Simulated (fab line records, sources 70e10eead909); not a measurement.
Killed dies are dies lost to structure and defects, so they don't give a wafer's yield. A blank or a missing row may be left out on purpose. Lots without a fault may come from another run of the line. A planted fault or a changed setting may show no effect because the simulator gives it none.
A struck lot beside a sound one | flow nand_harc | 13 steps out of a route of 1302
Sound: wafers L486.1, L486.4, L486.6. Struck: wafers L478.2, L478.4, L478.5. The cause comes at the end.
At each step with rows: each side's tool, then ch and its chambers, then its first start. Under that, the readings that differ: sound wafers | struck wafers | difference of the means | sigmas: that difference in standard deviations of wafers without a fault.
alike: readings whose means differ by less than 2 such deviations, and words and numbers that are the same on both sides. not compared: withheld readings, readings that some wafer has no value for, bounds like >300 that may hide the same value, and numbers for which the record gives no deviation and whose values overlap.
The two part at a step that has a row with sigmas, a row that says differs or no value, or rows on one side only. Numbers that don't overlap but have no deviation are shown without sigmas and don't part them. A reading that every wafer of one side lacks parts them only if that side has two wafers or more.

first, 1 step without rows for these wafers: NHARC_THIN_TSV_SRD_23.
NHARC_THIN_TSV_DEGAS_53: time 60 s.
  sound on pvd_sputter-02, day 32 17:57; struck on pvd_sputter-03, day 28 18:19
  alike: heater_power_w
NHARC_THIN_TSV_PRE_CLEAN_54: time 30 s.
  sound on pvd_sputter-02, day 32 18:00; struck on pvd_sputter-03, day 28 18:23
  alike: heater_power_w
then, 9 steps without rows for these wafers: NHARC_THIN_TSV_PVD_55 (deposits TiN, target thk 50 nm); NHARC_THIN_TSV_PVD_24 (deposits Al, target thk 800 nm); NHARC_THIN_TSV_DEHYDRATE_25 (time 120 s); NHARC_THIN_TSV_HMDS_26 (time 30 s); NHARC_THIN_TSV_COAT_27; NHARC_THIN_TSV_SOFTBAKE_28 (time 95 s); NHARC_THIN_TSV_EBR_29; NHARC_THIN_TSV_EXPOSE_30 (exposes mask PAD); NHARC_THIN_TSV_PEB_31 (peb time 85 s).
NHARC_THIN_TSV_DEVELOP_32: time 70 s.
  sound on litho_track-03 ch 0, day 32 18:00; struck on litho_track-02, day 28 19:00
  no value came back on the struck wafers for chill_plate_temp_C (C), exhaust_pa (Pa); on the sound wafers chill_plate_temp_C (C) reads 22.93 22.80 23.05

WHERE THEY PART
Only at NHARC_THIN_TSV_DEVELOP_32, within this record.

WHY: what the simulator had put in
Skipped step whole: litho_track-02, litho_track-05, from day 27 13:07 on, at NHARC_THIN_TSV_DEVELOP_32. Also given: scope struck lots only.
